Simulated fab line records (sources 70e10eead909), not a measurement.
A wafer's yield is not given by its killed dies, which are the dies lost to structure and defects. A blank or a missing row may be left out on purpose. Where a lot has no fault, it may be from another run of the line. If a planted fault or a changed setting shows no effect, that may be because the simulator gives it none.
fab line records	flow nand-harc
record lots=24	wafers=72	last-day=33
route steps=1302 shown P_CONTACT@234 P_M0@265 P_M2@328
lots that met no fault: taken from a fault-free run of the same line
start-h: the number of hours between the record's first day and the start of the first shown wafer of the lot	wait-h: hours elapsed since this lot's preceding step	" unchanged from the row above	L1.1+2: a row that stands for several wafers	- no value present, or no start provided	* or withheld: withheld	< > ~ a bound
route shown NAME@n: names a module that has steps shown in the file, with the first one's number in the route	usual: mean/standard deviation of fault-free wafers	same: alike in all rows	chamber/n: place in a boat	sites: per-site readings	_std_site: the values' standard deviation	_edge_site: the outer-site mean with the inner-site mean subtracted	radius-mm: for every site, how far away it sits from the centre of the wafer	mask NAME#n: copy n	behind: the last tool/chamber to shape the wafer	hold: why the lot was held/for how many hours/how that ended	device: the transistor (n, p or np) that didn't switch	end of line: the tests these same wafers got at the end of their route	a step given without rows: its recipe and nothing more	killed: count of dies lost to structure and defects at first sort (not the wafer's yield)	map: a wafer's dies, x killed, . not, _ none there
set.NAME: setting as actually run; set.NAME@STEP: the setting as run at that earlier step	model.NAME: the simulator's own value behind a step, which no gauge read
the route's steps for a sample of lots (tables are steps, rows are wafers)
services: the hour from which a tool's chamber was out of use, counted from the record's first day as start-h (under 0 if before that day), plus the number of hours and why
## steps
# step NHARC_P_CONTACT_INSPECT_14
# usual raw-defect-count=4.2/2.4
lot.wafer	tool	chamber	start-h	wait-h	raw-defect-count
L074.4	defect-inspect-02	-	116.27	0.0	4
L074.5	"	-	"	"	0
L074.6	"	-	"	"	0
L075.1	defect-inspect-02	-	131.23	0.0	6
L075.2	"	-	"	"	2
L075.6	"	-	"	"	5
L076.2	defect-inspect-02	-	135.69	0.0	4
L076.4	"	-	"	"	4
L076.6	"	-	"	"	3
L077.1	defect-inspect-01	-	148.70	0.0	2
L077.4	"	-	"	"	2
L077.6	"	-	"	"	3
L078.2	defect-inspect-01	-	151.88	0.0	7
L078.3	"	-	"	"	3
L078.4	"	-	"	"	4
L079.2	defect-inspect-02	-	164.89	0.0	1
L079.4	"	-	"	"	1
L079.6	"	-	"	"	3
L080.2	defect-inspect-01	-	178.12	0.0	5
L080.5	"	-	"	"	5
L080.6	"	-	"	"	5
L081.1	defect-inspect-02	-	190.89	0.0	2
L081.5	"	-	"	"	3
L081.6	"	-	"	"	2
L082.1	defect-inspect-01	-	199.36	0.0	6
L082.4	"	-	"	"	5
L082.6	"	-	"	"	6
L083.2	defect-inspect-02	-	202.72	0.0	3
L083.3	"	-	"	"	6
L083.4	"	-	"	"	2
L084.1	defect-inspect-01	-	224.95	0.0	7
L084.3	"	-	"	"	4
L084.5	"	-	"	"	9
L085.2	defect-inspect-02	-	228.04	0.0	2
L085.4	"	-	"	"	7
L085.5	"	-	"	"	11
L086.1	defect-inspect-01	-	234.64	0.0	5
L086.5	"	-	"	"	4
L086.6	"	-	"	"	5
L087.1	defect-inspect-02	-	250.41	0.0	3
L087.3	"	-	"	"	2
L087.5	"	-	"	"	5
L088.2	defect-inspect-01	-	264.79	0.0	1
L088.4	"	-	"	"	5
L088.6	"	-	"	"	4
L089.2	defect-inspect-02	-	265.25	0.0	4
L089.3	"	-	"	"	6
L089.6	"	-	"	"	5
L090.1	defect-inspect-01	-	283.47	0.0	3
L090.4	"	-	"	"	2
L090.5	"	-	"	"	6
L091.2	defect-inspect-01	-	287.65	0.0	3
L091.3	"	-	"	"	7
L091.4	"	-	"	"	6
L092.4	defect-inspect-01	-	307.43	0.0	9
L092.5	"	-	"	"	9
L092.6	"	-	"	"	6
L093.2	defect-inspect-01	-	312.22	0.0	3
L093.3	"	-	"	"	5
L093.6	"	-	"	"	2
L094.1	defect-inspect-01	-	317.52	0.0	0
L094.4	"	-	"	"	2
L094.5	"	-	"	"	4
L095.1	defect-inspect-02	-	322.31	0.0	1
L095.3	"	-	"	"	3
L095.4	"	-	"	"	3
L096.1	defect-inspect-01	-	336.92	0.0	2
L096.3	"	-	"	"	3
L096.6	"	-	"	"	3
L097.2	defect-inspect-01	-	348.25	0.0	0
L097.4	"	-	"	"	1
L097.5	"	-	"	"	1
# step NHARC_P_M0_INSPECT_11
# usual raw-defect-count=4.4/2.8
lot.wafer	tool	chamber	start-h	wait-h	raw-defect-count
L074.4	defect-inspect-02	-	120.46	0.0	9
L074.5	"	-	"	"	10
L074.6	"	-	"	"	7
L075.1	defect-inspect-01	-	135.43	0.0	4
L075.2	"	-	"	"	2
L075.6	"	-	"	"	4
L076.2	defect-inspect-02	-	139.92	0.0	2
L076.4	"	-	"	"	1
L076.6	"	-	"	"	1
L077.1	defect-inspect-02	-	152.90	0.0	7
L077.4	"	-	"	"	0
L077.6	"	-	"	"	1
L078.2	defect-inspect-01	-	156.10	0.0	4
L078.3	"	-	"	"	3
L078.4	"	-	"	"	1
L079.2	defect-inspect-02	-	169.23	0.0	3
L079.4	"	-	"	"	5
L079.6	"	-	"	"	2
L080.2	defect-inspect-02	-	182.32	0.0	9
L080.5	"	-	"	"	5
L080.6	"	-	"	"	2
L081.1	defect-inspect-01	-	195.05	0.0	3
L081.5	"	-	"	"	4
L081.6	"	-	"	"	0
L082.1	defect-inspect-02	-	203.70	0.0	5
L082.4	"	-	"	"	4
L082.6	"	-	"	"	5
L083.2	defect-inspect-02	-	206.86	0.0	2
L083.3	"	-	"	"	5
L083.4	"	-	"	"	3
L084.1	defect-inspect-02	-	229.11	0.0	6
L084.3	"	-	"	"	5
L084.5	"	-	"	"	12
L085.2	defect-inspect-01	-	232.16	0.0	5
L085.4	"	-	"	"	6
L085.5	"	-	"	"	7
L086.1	defect-inspect-02	-	238.81	0.0	7
L086.5	"	-	"	"	0
L086.6	"	-	"	"	7
L087.1	defect-inspect-02	-	254.56	0.0	4
L087.3	"	-	"	"	4
L087.5	"	-	"	"	4
L088.2	defect-inspect-02	-	268.83	0.0	2
L088.4	"	-	"	"	6
L088.6	"	-	"	"	2
L089.2	defect-inspect-01	-	269.39	0.0	4
L089.3	"	-	"	"	5
L089.6	"	-	"	"	5
L090.1	defect-inspect-02	-	287.79	0.0	4
L090.4	"	-	"	"	4
L090.5	"	-	"	"	5
L091.2	defect-inspect-01	-	291.85	0.0	2
L091.3	"	-	"	"	11
L091.4	"	-	"	"	4
L092.4	defect-inspect-01	-	311.59	0.0	9
L092.5	"	-	"	"	10
L092.6	"	-	"	"	7
L093.2	defect-inspect-02	-	316.42	0.0	4
L093.3	"	-	"	"	5
L093.6	"	-	"	"	3
L094.1	defect-inspect-01	-	321.72	0.0	5
L094.4	"	-	"	"	0
L094.5	"	-	"	"	2
L095.1	defect-inspect-02	-	326.60	0.0	4
L095.3	"	-	"	"	2
L095.4	"	-	"	"	0
L096.1	defect-inspect-02	-	341.06	0.0	0
L096.3	"	-	"	"	4
L096.6	"	-	"	"	2
L097.2	defect-inspect-02	-	352.41	0.0	2
L097.4	"	-	"	"	2
L097.5	"	-	"	"	1
# step NHARC_P_M0_ETCH_15
# recipe target-depth-a=1500	overetch-a=150	time-s=82.5	c4f8-flow-sccm=withheld	ar-flow-sccm=400	rf-w=600	bias-w=300	chemistry=C4F8/Ar
# usual bias-w=300.0/0.83	oes-product-au=0.958/0.02	rf-vpp-V=442.0/2.9
lot.wafer	tool	chamber	start-h	wait-h	bias-w	oes-product-au	rf-vpp-V
L074.4	rie-diel-11	0	120.82	0.1	299.8	0.943	444.3
L074.6	"	3	"	"	300.1	0.971	442.7
L074.5	"	0	"	"	300.5	0.952	446.0
L075.2	rie-diel-11	1	-	-	301.9	0.957	437.4
L075.1	"	2	"	"	301.1	0.984	443.9
L075.6	"	2	"	"	298.9	0.963	444.3
L076.2	rie-diel-04	3	-	-	300.4	0.917	440.8
L076.4	"	2	"	"	300.4	0.925	437.2
L076.6	"	0	"	"	300.4	0.914	443.4
L077.1	rie-diel-04	3	-	-	300.3	0.942	439.9
L077.4	"	1	"	"	299.7	0.950	444.6
L077.6	"	0	"	"	300.1	0.946	443.5
L078.2	rie-diel-11	0	-	-	301.0	0.965	445.3
L078.3	"	1	"	"	300.2	0.964	438.9
L078.4	"	2	"	"	299.6	0.971	443.8
L079.4	rie-diel-11	0	-	-	300.3	0.972	444.9
L079.2	"	3	"	"	299.3	0.970	443.8
L079.6	"	0	"	"	299.8	0.967	443.9
L080.2	rie-diel-11	0	-	-	301.2	0.978	445.2
L080.6	"	0	"	"	300.8	0.967	445.6
L080.5	"	1	"	"	299.4	0.957	439.1
L081.1	rie-diel-13	2	-	-	298.5	0.965	442.2
L081.6	"	2	"	"	299.5	0.962	443.2
L081.5	"	3	"	"	300.1	0.961	437.4
L082.4	rie-diel-13	1	-	-	301.1	0.976	436.2
L082.1	"	2	"	"	300.5	0.977	442.9
L082.6	"	0	"	"	300.8	0.962	438.5
L083.3	rie-diel-11	1	-	-	298.8	0.949	438.5
L083.2	"	2	"	"	299.5	0.970	444.0
L083.4	"	1	"	"	300.2	0.951	438.9
L084.1	rie-diel-11	2	-	-	298.9	0.959	443.7
L084.3	"	0	"	"	299.7	0.963	444.1
L084.5	"	2	"	"	298.7	0.962	444.6
L085.2	rie-diel-11	3	-	-	300.3	0.969	442.5
L085.4	"	3	"	"	300.0	0.977	444.2
L085.5	"	0	"	"	299.7	0.970	445.8
L086.1	rie-diel-11	3	-	-	300.1	0.942	444.3
L086.5	"	0	"	"	300.0	0.937	445.3
L086.6	"	1	"	"	301.1	0.923	437.6
L087.3	rie-diel-11	3	-	-	300.1	0.991	442.5
L087.1	"	1	"	"	299.4	0.950	440.0
L087.5	"	3	"	"	300.2	0.989	442.8
L088.4	rie-diel-11	0	-	-	299.9	0.967	444.6
L088.2	"	2	"	"	299.4	0.983	443.2
L088.6	"	3	"	"	299.6	0.970	444.6
L089.2	rie-diel-11	0	-	-	299.9	0.985	444.8
L089.3	"	1	"	"	300.2	0.981	438.0
L089.6	"	1	"	"	299.5	0.974	440.0
L090.1	rie-diel-04	2	-	-	299.4	0.956	434.9
L090.4	"	3	"	"	300.0	0.949	439.4
L090.5	"	3	"	"	300.7	0.953	439.0
L091.2	rie-diel-04	3	-	-	299.7	0.935	438.7
L091.3	"	0	"	"	299.5	0.922	443.8
L091.4	"	0	"	"	300.6	0.932	443.3
L092.4	rie-diel-13	1	-	-	301.0	0.983	435.0
L092.5	"	0	"	"	299.5	0.970	439.9
L092.6	"	1	"	"	300.1	0.978	436.9
L093.3	rie-diel-11	2	-	-	301.8	0.956	443.3
L093.2	"	0	"	"	299.5	0.960	443.8
L093.6	"	3	"	"	297.6	0.959	443.7
L094.4	rie-diel-04	1	-	-	299.3	0.913	445.2
L094.1	"	2	"	"	298.4	0.925	437.1
L094.5	"	0	"	"	301.2	0.919	443.2
L095.1	rie-diel-11	2	-	-	301.1	0.986	442.7
L095.4	"	3	"	"	299.8	0.956	443.9
L095.3	"	1	"	"	301.3	0.966	438.5
L096.3	rie-diel-11	3	-	-	300.5	0.935	444.4
L096.1	"	0	"	"	298.6	0.943	445.0
L096.6	"	1	"	"	299.5	0.960	439.3
L097.2	rie-diel-04	2	-	-	300.6	0.990	438.0
L097.4	"	0	"	"	299.6	0.978	443.4
L097.5	"	1	"	"	301.2	0.956	444.4
# step NHARC_P_M0_THK_MEAS_24
# recipe thk-meas-gauge=xrf
# usual thk-nm=117.4/1.7
lot.wafer	tool	chamber	start-h	wait-h	thk-nm
L074.4	film-metro-02	-	122.96	-	118.7
L074.5	"	-	"	"	117.0
L074.6	"	-	"	"	117.9
L075.1	film-metro-02	-	137.79	-	119.7
L075.2	"	-	"	"	116.2
L075.6	"	-	"	"	119.8
L076.2	film-metro-02	-	142.33	-	114.5
L076.4	"	-	"	"	120.4
L076.6	"	-	"	"	118.6
L077.1	film-metro-01	-	155.36	-	119.7
L077.4	"	-	"	"	118.1
L077.6	"	-	"	"	115.5
L078.2	film-metro-01	-	158.48	-	118.4
L078.3	"	-	"	"	112.7
L078.4	"	-	"	"	114.4
L079.2	film-metro-02	-	171.73	-	117.1
L079.4	"	-	"	"	118.0
L079.6	"	-	"	"	116.2
L080.2	film-metro-02	-	184.69	-	119.0
L080.5	"	-	"	"	117.0
L080.6	"	-	"	"	116.7
L081.1	film-metro-02	-	197.74	-	118.4
L081.5	"	-	"	"	120.3
L081.6	"	-	"	"	117.4
L082.1	film-metro-01	-	206.08	-	119.7
L082.4	"	-	"	"	117.7
L082.6	"	-	"	"	116.2
L083.2	film-metro-01	-	209.57	-	117.8
L083.3	"	-	"	"	119.3
L083.4	"	-	"	"	116.7
L084.1	film-metro-02	-	231.56	-	118.7
L084.3	"	-	"	"	119.7
L084.5	"	-	"	"	118.5
L085.2	film-metro-01	-	234.59	-	118.6
L085.4	"	-	"	"	119.8
L085.5	"	-	"	"	119.6
L086.1	film-metro-02	-	241.17	-	115.6
L086.5	"	-	"	"	114.7
L086.6	"	-	"	"	117.3
L087.1	film-metro-01	-	256.94	-	116.2
L087.3	"	-	"	"	117.8
L087.5	"	-	"	"	116.8
L088.2	film-metro-01	-	271.23	-	119.4
L088.4	"	-	"	"	117.7
L088.6	"	-	"	"	117.6
L089.2	film-metro-02	-	271.91	-	116.8
L089.3	"	-	"	"	118.2
L089.6	"	-	"	"	119.2
L090.1	film-metro-02	-	290.42	-	116.9
L090.4	"	-	"	"	115.7
L090.5	"	-	"	"	118.2
L091.2	film-metro-02	-	294.44	-	116.2
L091.3	"	-	"	"	112.0
L091.4	"	-	"	"	116.2
L092.4	film-metro-02	-	313.96	-	115.9
L092.5	"	-	"	"	115.8
L092.6	"	-	"	"	116.7
L093.2	film-metro-02	-	318.79	-	118.7
L093.3	"	-	"	"	117.3
L093.6	"	-	"	"	119.5
L094.1	film-metro-01	-	324.10	-	116.6
L094.4	"	-	"	"	118.4
L094.5	"	-	"	"	116.1
L095.1	film-metro-02	-	328.98	-	117.0
L095.3	"	-	"	"	117.9
L095.4	"	-	"	"	115.6
L096.1	film-metro-02	-	343.43	-	118.3
L096.3	"	-	"	"	116.9
L096.6	"	-	"	"	116.7
L097.2	film-metro-02	-	354.81	-	115.8
L097.4	"	-	"	"	118.4
L097.5	"	-	"	"	117.6
# step NHARC_P_M2_CD_MEAS_09
# recipe target-cd-nm=170	landing-energy-ev=500
# usual cd-nm=170.1/0.57
lot.wafer	tool	chamber	start-h	wait-h	cd-nm
L074.4	cd-sem-03	0	128.76	-	169.4
L074.5	"	0	"	"	169.4
L074.6	"	0	"	"	168.3
L075.1	cd-sem-03	0	143.46	-	170.9
L075.2	"	0	"	"	170.1
L075.6	"	0	"	"	170.2
L076.2	cd-sem-02	0	147.91	-	169.9
L076.4	"	0	"	"	170.4
L076.6	"	0	"	"	170.9
L077.1	cd-sem-02	0	161.08	-	169.9
L077.4	"	0	"	"	170.9
L077.6	"	0	"	"	169.4
L078.2	cd-sem-03	0	164.27	-	171.3
L078.3	"	0	"	"	170.7
L078.4	"	0	"	"	170.0
L079.2	cd-sem-01	0	177.88	-	170.3
L079.4	"	0	"	"	170.5
L079.6	"	0	"	"	171.3
L080.2	cd-sem-01	0	190.64	-	168.6
L080.5	"	0	"	"	168.6
L080.6	"	0	"	"	169.1
L081.1	cd-sem-01	0	203.67	-	169.9
L081.5	"	0	"	"	169.2
L081.6	"	0	"	"	171.3
L082.1	cd-sem-02	0	212.98	-	170.0
L082.4	"	0	"	"	170.6
L082.6	"	0	"	"	170.1
L083.2	cd-sem-01	0	216.01	-	169.8
L083.3	"	0	"	"	170.0
L083.4	"	0	"	"	169.9
L084.1	cd-sem-03	0	237.18	-	170.4
L084.3	"	0	"	"	169.5
L084.5	"	0	"	"	169.7
L085.2	cd-sem-03	0	240.30	-	169.3
L085.4	"	0	"	"	169.2
L085.5	"	0	"	"	169.5
L086.1	cd-sem-01	0	246.95	-	169.6
L086.5	"	0	"	"	169.9
L086.6	"	0	"	"	169.0
L087.1	cd-sem-02	0	262.53	-	170.3
L087.3	"	0	"	"	169.8
L087.5	"	0	"	"	169.1
L088.2	cd-sem-02	0	276.91	-	170.0
L088.4	"	0	"	"	170.2
L088.6	"	0	"	"	170.5
L089.2	cd-sem-03	0	277.98	-	170.4
L089.3	"	0	"	"	169.9
L089.6	"	0	"	"	170.0
L090.1	cd-sem-03	0	295.97	-	170.2
L090.4	"	0	"	"	170.3
L090.5	"	0	"	"	169.9
L091.2	cd-sem-02	0	300.14	-	169.3
L091.3	"	0	"	"	169.4
L091.4	"	0	"	"	170.4
L092.4	cd-sem-02	0	319.57	-	170.1
L092.5	"	0	"	"	169.7
L092.6	"	0	"	"	169.7
L093.2	cd-sem-01	0	324.99	-	170.8
L093.3	"	0	"	"	170.0
L093.6	"	0	"	"	170.3
L094.1	cd-sem-02	0	330.22	-	169.6
L094.4	"	0	"	"	170.5
L094.5	"	0	"	"	170.6
L095.1	cd-sem-03	0	334.61	-	170.1
L095.3	"	0	"	"	171.3
L095.4	"	0	"	"	170.2
L096.1	cd-sem-02	0	348.88	-	170.0
L096.3	"	0	"	"	170.4
L096.6	"	0	"	"	170.3
L097.2	cd-sem-02	0	360.53	-	170.4
L097.4	"	0	"	"	170.3
L097.5	"	0	"	"	170.3
# step NHARC_P_M2_INSPECT_11
# usual raw-defect-count=4.5/2.7
lot.wafer	tool	chamber	start-h	wait-h	raw-defect-count
L074.4	defect-inspect-02	-	128.87	0.0	7
L074.5	"	-	"	"	11
L074.6	"	-	"	"	11
L075.1	defect-inspect-01	-	143.59	0.0	5
L075.2	"	-	"	"	2
L075.6	"	-	"	"	4
L076.2	defect-inspect-02	-	148.03	0.0	5
L076.4	"	-	"	"	2
L076.6	"	-	"	"	0
L077.1	defect-inspect-02	-	161.21	0.0	8
L077.4	"	-	"	"	4
L077.6	"	-	"	"	4
L078.2	defect-inspect-01	-	164.39	0.0	3
L078.3	"	-	"	"	0
L078.4	"	-	"	"	1
L079.2	defect-inspect-02	-	178.00	0.0	1
L079.4	"	-	"	"	5
L079.6	"	-	"	"	2
L080.2	defect-inspect-01	-	190.76	0.0	2
L080.5	"	-	"	"	4
L080.6	"	-	"	"	2
L081.1	defect-inspect-01	-	203.79	0.0	2
L081.5	"	-	"	"	4
L081.6	"	-	"	"	5
L082.1	defect-inspect-02	-	213.11	0.0	7
L082.4	"	-	"	"	1
L082.6	"	-	"	"	5
L083.2	defect-inspect-01	-	216.15	0.0	3
L083.3	"	-	"	"	3
L083.4	"	-	"	"	1
L084.1	defect-inspect-02	-	237.30	0.0	5
L084.3	"	-	"	"	5
L084.5	"	-	"	"	11
L085.2	defect-inspect-02	-	240.42	0.0	6
L085.4	"	-	"	"	8
L085.5	"	-	"	"	9
L086.1	defect-inspect-02	-	247.08	0.0	5
L086.5	"	-	"	"	6
L086.6	"	-	"	"	1
L087.1	defect-inspect-01	-	262.66	0.0	2
L087.3	"	-	"	"	2
L087.5	"	-	"	"	10
L088.2	defect-inspect-02	-	277.04	0.0	3
L088.4	"	-	"	"	6
L088.6	"	-	"	"	2
L089.2	defect-inspect-02	-	278.10	0.0	6
L089.3	"	-	"	"	4
L089.6	"	-	"	"	5
L090.1	defect-inspect-01	-	296.12	0.1	4
L090.4	"	-	"	"	7
L090.5	"	-	"	"	4
L091.2	defect-inspect-01	-	300.26	0.0	3
L091.3	"	-	"	"	7
L091.4	"	-	"	"	5
L092.4	defect-inspect-02	-	319.69	0.0	9
L092.5	"	-	"	"	8
L092.6	"	-	"	"	8
L093.2	defect-inspect-02	-	325.11	0.0	4
L093.3	"	-	"	"	7
L093.6	"	-	"	"	4
L094.1	defect-inspect-01	-	330.35	0.0	4
L094.4	"	-	"	"	0
L094.5	"	-	"	"	3
L095.1	defect-inspect-02	-	334.73	0.0	3
L095.3	"	-	"	"	2
L095.4	"	-	"	"	6
L096.1	defect-inspect-01	-	349.01	0.0	0
L096.3	"	-	"	"	2
L096.6	"	-	"	"	2
L097.2	defect-inspect-02	-	360.66	0.0	7
L097.4	"	-	"	"	2
L097.5	"	-	"	"	3
## services
tool	chamber	start-h	hours	kind
rie-diel-11	1	98.43	5.2	repair
rie-diel-11	1	107.65	16.9	repair
rie-diel-11	0	112.17	-	clean
rie-diel-11	2	112.17	-	clean
rie-diel-11	3	112.17	-	clean
rie-diel-11	2	113.66	9.6	repair
rie-diel-13	1	130.15	6.9	repair
rie-diel-11	0	136.67	-	clean
rie-diel-13	-	165.06	9.0	pm
rie-diel-04	2	178.02	6.9	repair
rie-diel-04	-	179.42	9.0	pm
rie-diel-11	0	191.82	5.7	repair
rie-diel-11	3	206.70	10.3	repair
rie-diel-13	-	211.85	0.2	repair
rie-diel-11	-	213.39	0.3	repair
rie-diel-13	0	219.10	4.8	repair
rie-diel-11	1	225.57	8.5	repair
rie-diel-04	2	238.57	6.5	repair
rie-diel-11	-	255.67	9.0	pm
rie-diel-04	2	267.54	3.4	repair
rie-diel-11	0	280.53	5.0	repair
rie-diel-04	2	289.45	7.1	repair
rie-diel-13	-	342.06	9.0	pm
rie-diel-11	-	349.18	0.6	repair
## key
fault none
